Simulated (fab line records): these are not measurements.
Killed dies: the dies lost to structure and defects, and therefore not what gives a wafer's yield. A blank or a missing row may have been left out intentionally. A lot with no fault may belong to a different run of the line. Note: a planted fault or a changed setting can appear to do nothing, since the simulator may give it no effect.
Chamber matching / flow n5Finfet / N5_SDB_ALD_29 on aldSin-04: 4 sister chambers
The step deposits SiNx, target thk 30 nm, pulse time 1 s, ald cycles 600. 33 wafers are shown with their chamber, then 12 later ones without.

WAFERS, EACH WITH ITS CHAMBER
wafer=L075.2; chamber=0; heaterPowerW (W)=736; precursorPulseHeightRel=1.002
wafer=L075.3; chamber=2; heaterPowerW (W)=750; precursorPulseHeightRel=0.994
wafer=L075.5; chamber=0; heaterPowerW (W)=750; precursorPulseHeightRel=0.998
wafer=L076.3; chamber=2; heaterPowerW (W)=758; precursorPulseHeightRel=1.004
wafer=L076.4; chamber=1; heaterPowerW (W)=803; precursorPulseHeightRel=0.988
wafer=L076.5; chamber=2; heaterPowerW (W)=771; precursorPulseHeightRel=0.987
wafer=L078.3; chamber=2; heaterPowerW (W)=772; precursorPulseHeightRel=1.003
wafer=L078.4; chamber=3; heaterPowerW (W)=803; precursorPulseHeightRel=1.039
wafer=L078.6; chamber=2; heaterPowerW (W)=756; precursorPulseHeightRel=1.004
wafer=L080.3; chamber=0; heaterPowerW (W)=757; precursorPulseHeightRel=0.977
wafer=L080.4; chamber=3; heaterPowerW (W)=817; precursorPulseHeightRel=1.011
wafer=L080.5; chamber=2; heaterPowerW (W)=756; precursorPulseHeightRel=1.024
wafer=L081.4; chamber=3; heaterPowerW (W)=797; precursorPulseHeightRel=1.043
wafer=L081.5; chamber=1; heaterPowerW (W)=795; precursorPulseHeightRel=1.015
wafer=L081.6; chamber=2; heaterPowerW (W)=768; precursorPulseHeightRel=1.008
wafer=L083.1; chamber=3; heaterPowerW (W)=817; precursorPulseHeightRel=1.018
wafer=L083.4; chamber=1; heaterPowerW (W)=800; precursorPulseHeightRel=0.996
wafer=L083.5; chamber=3; heaterPowerW (W)=800; precursorPulseHeightRel=1.009
wafer=L084.4; chamber=0; heaterPowerW (W)=746; precursorPulseHeightRel=0.993
wafer=L084.5; chamber=0; heaterPowerW (W)=735; precursorPulseHeightRel=0.992
wafer=L084.6; chamber=3; heaterPowerW (W)=810; precursorPulseHeightRel=1.040
wafer=L085.1; chamber=3; heaterPowerW (W)=812; precursorPulseHeightRel=1.004
wafer=L085.2; chamber=2; heaterPowerW (W)=756; precursorPulseHeightRel=0.983
wafer=L085.6; chamber=2; heaterPowerW (W)=768; precursorPulseHeightRel=0.989
wafer=L086.2; chamber=0; heaterPowerW (W)=732; precursorPulseHeightRel=0.984
wafer=L086.3; chamber=2; heaterPowerW (W)=740; precursorPulseHeightRel=0.999
wafer=L086.4; chamber=3; heaterPowerW (W)=819; precursorPulseHeightRel=0.993
wafer=L088.1; chamber=1; heaterPowerW (W)=804; precursorPulseHeightRel=0.983
wafer=L088.3; chamber=2; heaterPowerW (W)=766; precursorPulseHeightRel=1.022
wafer=L088.5; chamber=2; heaterPowerW (W)=772; precursorPulseHeightRel=1.004
wafer=L092.1; chamber=3; heaterPowerW (W)=827; precursorPulseHeightRel=1.017
wafer=L092.2; chamber=1; heaterPowerW (W)=810; precursorPulseHeightRel=0.959
wafer=L092.3; chamber=0; heaterPowerW (W)=739; precursorPulseHeightRel=1.010

SIGNATURES (averages over the wafers above)
reading=heaterPowerW; chamber 0=742.14; chamber 1=802.40; chamber 2=761.08; chamber 3=811.33; scatter within a chamber=9.29
reading=precursorPulseHeightRel; chamber 0=0.99371; chamber 1=0.98820; chamber 2=1.00175; chamber 3=1.01933; scatter within a chamber=0.0151
Rule: for a wafer and a chamber, the distance is found by dividing, reading by reading, the gap between the wafer's reading and the chamber's mean by the reading's scatter, squaring, summing and taking the root. If the next closest chamber is less than 2 further off than the closest, the wafer can't be placed; otherwise it belongs to the closest. The scatter is the square root of a quotient: the sum, over the shown wafers, of each reading's squared deviation from its chamber's mean, divided by wafers minus chambers.

WAFERS WHOSE CHAMBER IS MISSING
wafer=L093.1; heaterPowerW (W)=816; precursorPulseHeightRel=0.988
wafer=L093.2; heaterPowerW (W)=746; precursorPulseHeightRel=1.019
wafer=L093.4; heaterPowerW (W)=813; precursorPulseHeightRel=0.984
wafer=L095.3; heaterPowerW (W)=758; precursorPulseHeightRel=1.019
wafer=L095.4; heaterPowerW (W)=801; precursorPulseHeightRel=1.007
wafer=L095.5; heaterPowerW (W)=763; precursorPulseHeightRel=0.980
wafer=L096.2; heaterPowerW (W)=810; precursorPulseHeightRel=1.035
wafer=L096.3; heaterPowerW (W)=747; precursorPulseHeightRel=0.998
wafer=L096.5; heaterPowerW (W)=800; precursorPulseHeightRel=1.012
wafer=L097.2; heaterPowerW (W)=734; precursorPulseHeightRel=0.963
wafer=L097.4; heaterPowerW (W)=774; precursorPulseHeightRel=0.972
wafer=L097.6; heaterPowerW (W)=764; precursorPulseHeightRel=0.986

EACH ONE'S CHAMBER
wafer=L093.1; from the rows above=can't be placed: 1 or 3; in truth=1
wafer=L093.2; from the rows above=can't be placed: 0 or 2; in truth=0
wafer=L093.4; from the rows above=can't be placed: 1 or 3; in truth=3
wafer=L095.3; from the rows above=can't be placed: 2 or 0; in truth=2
wafer=L095.4; from the rows above=can't be placed: 1 or 3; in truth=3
wafer=L095.5; from the rows above=can't be placed: 2 or 0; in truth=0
wafer=L096.2; from the rows above=3; in truth=3
wafer=L096.3; from the rows above=can't be placed: 0 or 2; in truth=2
wafer=L096.5; from the rows above=can't be placed: 3 or 1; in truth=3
wafer=L097.2; from the rows above=can't be placed: 0 or 2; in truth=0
wafer=L097.4; from the rows above=can't be placed: 2 or 1 or 0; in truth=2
wafer=L097.6; from the rows above=can't be placed: 2 or 0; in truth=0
Correct placement for 1 of the 12. Cannot be placed on the basis of these rows: 11; the candidates contain the true chamber in 11. 0 placed wrongly.
